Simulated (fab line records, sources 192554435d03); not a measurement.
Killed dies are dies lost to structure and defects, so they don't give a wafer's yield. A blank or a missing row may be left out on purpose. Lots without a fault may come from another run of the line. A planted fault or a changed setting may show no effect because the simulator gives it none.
fab line records | flow n5_finfet
record lots=6 wafers=16 last_day=17
route steps=1938 shown BEOL_M6@1243 PASSIVATION@1936
lots that met no fault: from a run of the same line without faults
start_h: hours from the record's first day to the start of the lot's first wafer shown | wait_h: hours since the lot's step before | " the same as in the row above | L1.1+2: a row that stands for several wafers | - no value, or no start given | * or withheld: withheld | < > ~ a bound
route shown NAME@n: a module of which the file shows steps, and the number in the route of the first | usual: mean/standard deviation of fault-free wafers | same: alike in all rows | chamber/n: place in a boat | sites: the reading at each site | _std_site: their standard deviation | _edge_site: outer sites' mean less inner sites' | radius_mm: how far each site lies from the wafer's centre | mask NAME#n: copy n | behind: the tool/chamber that last shaped the wafer | hold: why the lot was held/for how many hours/how that ended | device: the transistor (n, p or np) that didn't switch | end of line: the same wafers' tests at the end of the route | a step without rows: its recipe alone | killed: dies lost to structure and defects at the first sort, not the wafer's yield | map: a wafer's dies, x killed, . not, _ none there
set.NAME: the setting as run; set.NAME@STEP: as run at that earlier step | model.NAME: the simulator's own value behind a step, which no gauge read
lots at some steps of the route; a table a step, a row a wafer
services: from which hour (start_h, from the record's first day; less than 0 if before it) a tool's chamber was out of use, for how many hours, and why
## steps
# step N5_BEOL_M6_HM_STRIP_39
# recipe chemistry=peroxide_tin_strip material=TiN target_depth_a=250 temp_c=50 time_s=158
# step N5_BEOL_M6_SRD_40
# recipe time_s=30 temp_c=23 rinse_liquid=diw dry=ipa_marangoni
# step N5_BEOL_M6_PRECLEAN_42
# recipe chemistry=residue_remover time_s=60 temp_c=40
# step N5_BEOL_M6_SRD_43
# recipe time_s=30 temp_c=23 rinse_liquid=diw dry=ipa_marangoni
# step N5_BEOL_M6_CD_MEAS_35
# recipe target_cd_nm=40 target_cd_y_nm=28 polarity=opening
# usual cd_nm=40.2/0.71
# columns lot.wafer tool chamber start_h wait_h cd_nm
L197.3 cd_sem-01 - 222.76 0.0 40.2
L197.4 " - " " 39.7
L197.5 " - " " 39.6
L196.1 cd_sem-01 - 236.03 0.0 41.2
L196.3 " - " " 40.3
L196.6 " - " " 41.2
L205.1 cd_sem-03 - 290.79 0.0 40.5
L205.4 " - " " 39.5
L207.2 cd_sem-03 - 291.26 0.0 41.6
L207.6 " - " " 41.3
L209.1 cd_sem-03 - 302.22 0.0 40.8
L209.2 " - " " 40.1
L209.4 " - " " 40.2
L213.1 cd_sem-01 - 323.02 0.0 41.2
L213.4 " - " " 40.8
L213.6 " - " " 40.9
# step N5_BEOL_M6_CURE_75
# recipe temp_c=370 time_s=120 ambient=DMADMS/He material=SiCOH_lowk
# usual lamp_power_pct=52.31/0.055 wafer_temp_C_max=371.5/0.58
# columns lot.wafer tool chamber start_h wait_h lamp_power_pct wafer_temp_C_max
L197.3 uv_cure-03 1 222.99 0.2 52.42 371.6
L197.4 " 1 " " 52.32 372.2
L197.5 " 1 " " 52.36 372.0
L196.1 uv_cure-01 0 236.07 0.0 52.30 371.5
L196.3 " 0 " " 52.30 371.7
L196.6 " 0 " " 52.31 371.1
L205.1 uv_cure-03 0 290.84 0.0 52.25 371.0
L205.4 " 0 " " 52.22 371.6
L207.2 uv_cure-01 1 291.35 0.1 52.26 371.2
L207.6 " 1 " " 52.34 371.6
L209.1 uv_cure-03 0 302.29 0.1 52.36 371.7
L209.2 " 0 " " 52.33 371.6
L209.4 " 0 " " 52.36 371.4
L213.1 uv_cure-02 0 323.09 0.1 52.26 372.5
L213.4 " 0 " " 52.26 372.3
L213.6 " 0 " " 52.22 372.9
# step N5_BEOL_M6_DEGAS_44
# recipe ambient=vacuum temp_c=250 time_s=60
# usual heater_power_w=343/34
# columns lot.wafer tool chamber start_h wait_h heater_power_w
L197.3 pvd_sputter-01 - 223.21 0.2 339
L197.4 " - " " 385
L197.5 " - " " 345
L196.1 pvd_sputter-01 - 236.72 0.6 345
L196.3 " - " " 374
L196.6 " - " " 341
L205.1 pvd_sputter-02 - 291.29 0.4 269
L205.4 " - " " 313
L207.2 pvd_sputter-02 - 291.65 0.2 305
L207.6 " - " " 310
L209.1 pvd_sputter-03 - 303.00 0.7 307
L209.2 " - " " 380
L209.4 " - " " 307
L213.1 pvd_sputter-01 - 323.41 0.3 351
L213.4 " - " " 382
L213.6 " - " " 373
# step N5_BEOL_M6_PRE_CLEAN_45
# recipe gas=H2/He time_s=30 temp_c=250
# usual heater_power_w=344/35
# columns lot.wafer tool chamber start_h wait_h heater_power_w
L197.3 pvd_sputter-01 - 223.25 0.0 346
L197.4 " - " " 369
L197.5 " - " " 352
L196.1 pvd_sputter-01 - 236.76 0.0 348
L196.3 " - " " 377
L196.6 " - " " 352
L205.1 pvd_sputter-02 - 291.33 0.0 267
L205.4 " - " " 319
L207.2 pvd_sputter-02 - 291.69 0.0 315
L207.6 " - " " 318
L209.1 pvd_sputter-03 - 303.04 0.0 310
L209.2 " - " " 381
L209.4 " - " " 322
L213.1 pvd_sputter-01 - 323.45 0.0 349
L213.4 " - " " 385
L213.6 " - " " 382
# step N5_BEOL_M6_ALD_77
# recipe material=TaN target_thk_a=20 temp_c=275 ald_precursor_family=PDMAT ald_co_reactant=NH3 pressure_torr=3 carrier_flow_sccm=1500 pulse_time_s=2 purge_time_s=3 co_reactant_purge_time_s=2 co_reactant_pulse_time_s=3 ald_cycles=40 precursor_vessel_temp_c=75 precursor_vessel_pressure_torr=26.25 precursor_vessel_carrier_sccm=1000
# usual heater_power_w=439/52 precursor_vessel_carrier_sccm=1000.3/2.9
# same pulse_time_s=2
# columns lot.wafer tool chamber start_h wait_h heater_power_w precursor_vessel_carrier_sccm
L197.3 ald_metal-02 2 223.35 0.1 402 1000.1
L197.4 " 1 " " 575 995.6
L197.5 " 2 " " 404 1003.0
L196.1 ald_metal-01 3 236.83 0.0 424 997.1
L196.3 " 2 " " 440 997.4
L196.6 " 2 " " 438 999.2
L205.1 ald_metal-04 3 291.39 0.0 399 1000.4
L205.4 " 0 " " 433 1001.5
L207.2 ald_metal-04 1 291.87 0.2 374 1005.9
L207.6 " 3 " " 402 998.9
L209.1 ald_metal-01 3 303.10 0.0 424 1002.0
L209.2 " 1 " " 440 999.3
L209.4 " 0 " " 415 997.8
L213.1 ald_metal-04 2 323.51 0.0 461 999.3
L213.4 " 1 " " 370 999.5
L213.6 " 0 " " 429 997.5
# step N5_BEOL_M6_SURFACE_TREAT_79
# recipe gas=Ar time_s=* ion_energy_ev=* ion_current_ma_cm2=0.5 pressure_mtorr=* ar_flow_sccm=30
# step N5_BEOL_M6_CVD_78
# recipe material=Co target_thk_a=20 temp_c=withheld precursor=CCTBA/H2 pressure_torr=30 time_s=142.3
# step N5_BEOL_M6_SPUTTER_48
# recipe material=Cu target_thk_a=100 temp_c=-20 bias_v=60 power_w=26000 chamber_pressure_pa=0.13 time_s=1.667
# usual chuck_sensor_temp_C=-15.9/0.45 throttle_valve_pct=30.2/1
# columns lot.wafer tool chamber start_h wait_h chuck_sensor_temp_C throttle_valve_pct
L197.3 pvd_sputter-03 - 224.12 0.1 -16.3 30.2
L197.4 " - " " -16.5 30.8
L197.5 " - " " -16.2 29.2
L196.1 pvd_sputter-01 - 237.67 0.2 -16.6 31.7
L196.3 " - " " -16.1 29.6
L196.6 " - " " -15.8 31.5
L205.1 pvd_sputter-02 - 292.07 0.2 -16.4 29.9
L205.4 " - " " -15.2 28.1
L207.2 pvd_sputter-03 - 292.53 0.1 -16.1 30.4
L207.6 " - " " -16.3 29.4
L209.1 pvd_sputter-03 - 303.64 0.1 -16.2 31.2
L209.2 " - " " -16.2 29.7
L209.4 " - " " -16.0 31.5
L213.1 pvd_sputter-01 - 325.82 0.2 -15.9 31.4
L213.4 " - " " -16.1 29.3
L213.6 " - " " -15.9 31.2
# step N5_BEOL_M6_ECD_50
# recipe material=Cu target_thk_a=3000
# columns lot.wafer tool chamber start_h wait_h model.Cu_of_BEOL_M6_ECD_50.thk_nm
L197.3 ecd_cu-01 0 224.26 0.1 303.4
L197.4 " 1 " " 304.8
L197.5 " 1 " " 302.8
L196.1 ecd_cu-02 1 237.79 0.1 294.4
L196.3 " 0 " " 300.2
L196.6 " 0 " " 300.4
L205.1 ecd_cu-02 1 292.24 0.1 182.4
L205.4 " 0 " " 301
L207.2 ecd_cu-02 0 292.65 0.1 184
L207.6 " 1 " " 302
L209.1 ecd_cu-01 1 303.76 0.1 299
L209.2 " 0 " " 298.6
L209.4 " 0 " " 299.6
L213.1 ecd_cu-01 0 325.95 0.1 302.6
L213.4 " 0 " " 297.2
L213.6 " 0 " " 300.4
# step N5_BEOL_M6_ANNEAL_51
# recipe temp_c=225 time_s=90 ambient=N2
# step N5_BEOL_M6_CMP_52
# recipe stop_on=SiCOH_lowk t_overpolish_s=6.9 down_force_psi=1 platen_rpm=50 clearing_platen_down_force_psi=1.5 clearing_platen_rpm=50 post_cmp_clean=cu_alkaline target_thk_nm=80 clearing_platen_pad_velocity_m_s=0.99484 pad_velocity_m_s=0.99484
# usual edge_zone_pressure_frac=1.000/0.0054 motor_current_A=6.2/0.53 slurry_filter_dp_kPa=13.52/0.14 time_to_endpoint_s=61.7/2.9
# columns lot.wafer tool chamber start_h wait_h edge_zone_pressure_frac motor_current_A slurry_filter_dp_kPa time_to_endpoint_s
L197.3 cmp-04 1 224.76 0.2 0.992 5.7 13.53 60.6
L197.4 " 2 " " 1.003 6.2 13.68 68.4
L197.5 " 1 " " 1.005 5.8 13.49 60.3
L196.3 cmp-02 2 238.27 0.2 1.005 6.2 13.38 61.9
L196.1 " 3 " " 0.989 6.2 13.37 63.5
L196.6 " 3 " " 0.983 5.7 13.32 62.3
L205.1 cmp-02 1 293.93 0.3 1.002 6.0 13.55 38.0
L205.4 " 3 " " 1.004 5.8 13.61 60.5
L207.2 cmp-02 2 294.20 0.3 1.009 6.2 13.54 33.8
L207.6 " 2 " " 1.001 6.0 13.83 55.5
L209.2 cmp-02 0 304.15 0.2 0.993 5.8 13.81 62.7
L209.1 " 1 " " 0.995 6.2 13.41 61.8
L209.4 " 3 " " 0.999 5.9 13.52 61.0
L213.1 cmp-04 3 326.57 0.4 0.994 5.6 13.28 58.5
L213.4 " 1 " " 1.005 5.8 13.61 56.5
L213.6 " 0 " " 0.996 7.2 13.65 60.8
# step N5_BEOL_M6_THK_MEAS_53
# recipe thk_meas_gauge=xrf reads=Cu_of_BEOL_M6_ECD_50
# usual M6_THK=79.6/2.3
# columns lot.wafer tool chamber start_h wait_h M6_THK[nm]
L197.3 film_metro-01 - 225.02 - 76.5
L197.4 " - " " 77.3
L197.5 " - " " 74.1
L196.1 film_metro-02 - 238.57 - 78.0
L196.3 " - " " 77.0
L196.6 " - " " 78.3
L205.1 film_metro-01 - 294.19 - 77.9
L205.4 " - " " 82.7
L207.2 film_metro-02 - 294.46 - 79.7
L207.6 " - " " 78.9
L209.1 film_metro-02 - 304.45 - 79.4
L209.2 " - " " 80.2
L209.4 " - " " 77.6
L213.1 film_metro-01 - 326.86 - 81.1
L213.4 " - " " 78.9
L213.6 " - " " 81.4
# step N5_PASSIVATION_PROBE_49
# usual defect_limited_yield=91.1/1.4 killed_at_M0_to_M3=32/9.3 killed_at_M4_up=13/5.8 killed_at_contacts=12/6.3 killed_at_front_end=44/12 killed_at_other=3.6/2.7 killed_dies=104/17 killed_open=69/13 killed_short=34/6.9 sort_bin_4_leakage=0.00/0.031 sort_bin_5_function=5.2/0.98 sort_bin_6_memory=3.3/0.59 sort_n_pass=1075/17 sort_yield_pct=91.1/1.4
# same gross_dies=1180 killed_at_back_side=0 sort_bin_8_speed[%]=0
# columns lot.wafer tool chamber start_h wait_h defect_limited_yield[%] killed_at_M0_to_M3 killed_at_M4_up killed_at_contacts killed_at_front_end killed_at_other killed_dies killed_open killed_short sort_bin_4_leakage[%] sort_bin_5_function[%] sort_bin_6_memory[%] sort_n_pass sort_yield_pct[%]
L196.1 prober-01 - 332.36 0.0 89.7 39 21 5 52 4 121 81 33 0 5.8 3.6 1059 89.7
L196.3 prober-01 - 332.46 0.1 93.1 23 13 9 36 1 82 44 36 0 3.7 2.9 1098 93.1
L196.6 prober-01 - 332.61 0.3 91.1 35 15 7 46 2 105 77 27 0 5.1 3.5 1075 91.1
# killed by level:class
L196.1 FIN_SAQP:geometric_particle:open=10 BEOL_M0_SAQP:geometric_particle:open=10 STI_FIN_REVEAL:geometric_particle:open=9 DUMMY_GATE:geometric_particle:open=9 BEOL_M1:geometric_particle:open=9 BEOL_M4:geometric_particle:open=8 FIN_SAQP:geometric_particle:short=7 BEOL_M2:geometric_particle:open=7
L196.3 FIN_SAQP:geometric_particle:open=10 FIN_SAQP:geometric_particle:short=8 BEOL_M0_SAQP:geometric_particle:short=7 GATE_CUT:geometric_particle:short=7 MOL_CONTACT_COAG:geometric_particle:open=6 BEOL_M0_SAQP:geometric_particle:open=5 STI_FIN_REVEAL:geometric_particle:open=4 BEOL_M1:geometric_particle:open=4
L196.6 FIN_SAQP:geometric_particle:open=12 STI_FIN_REVEAL:geometric_particle:open=11 BEOL_M1:geometric_particle:open=11 BEOL_M4:geometric_particle:open=8 DUMMY_GATE:geometric_particle:open=6 BEOL_M0_SAQP:geometric_particle:short=6 FIN_SAQP:geometric_particle:short=5 MOL_CONTACT_COAG:geometric_particle:open=5
## services
# columns tool chamber start_h hours kind
ald_metal-04 - 202.09 0.4 repair
ald_metal-02 0 206.00 27.8 repair
uv_cure-02 - 218.70 7.5 pm
cmp-02 - 224.86 4.0 pm
cmp-02 - 228.86 - consumable_replace:conditioner
cmp-02 - 228.86 - consumable_replace:pad
uv_cure-01 - 233.17 1.3 repair
ecd_cu-01 - 250.18 0.6 repair
uv_cure-02 - 251.33 0.5 repair
ald_metal-02 2 257.74 11.7 repair
ald_metal-01 3 259.45 5.5 repair
uv_cure-03 - 265.96 2.8 repair
uv_cure-02 - 269.09 0.7 repair
ald_metal-04 - 274.15 14.6 pm
ecd_cu-01 - 277.76 1.1 repair
cmp-02 - 287.83 1.1 repair
cmp-04 - 290.14 1.1 repair
ald_metal-01 - 291.55 8.7 pm
cmp-02 - 297.46 1.7 repair
pvd_sputter-02 - 301.83 7.9 repair
ald_metal-01 2 302.09 3.9 repair
cmp-02 - 304.38 24.4 pm
uv_cure-03 - 311.18 7.1 pm
ald_metal-01 - 317.65 2.7 repair
## key
first_sign step=N5_BEOL_M6_CMP_52 reading=time_to_endpoint_s direction=down sigmas=8.8 usual=* struck=*
effect none on later readings
model_effect step=N5_BEOL_M6_ECD_50 value=Cu_of_BEOL_M6_ECD_50.thk_nm without=301.2 struck=183.2
met_at N5_BEOL_M6_ECD_50
struck_wafers L205.1,L207.2
onset_between 237.79 292.24
fault kind=process_parameter_drift tool=ecd_cu-02 chamber=- onset_h=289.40 steps=N5_BEOL_M6_ECD_50 channel=target_thk_a offset=* shape=step end_h=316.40 scope=struck_wafers_only acts_in=* stated=*
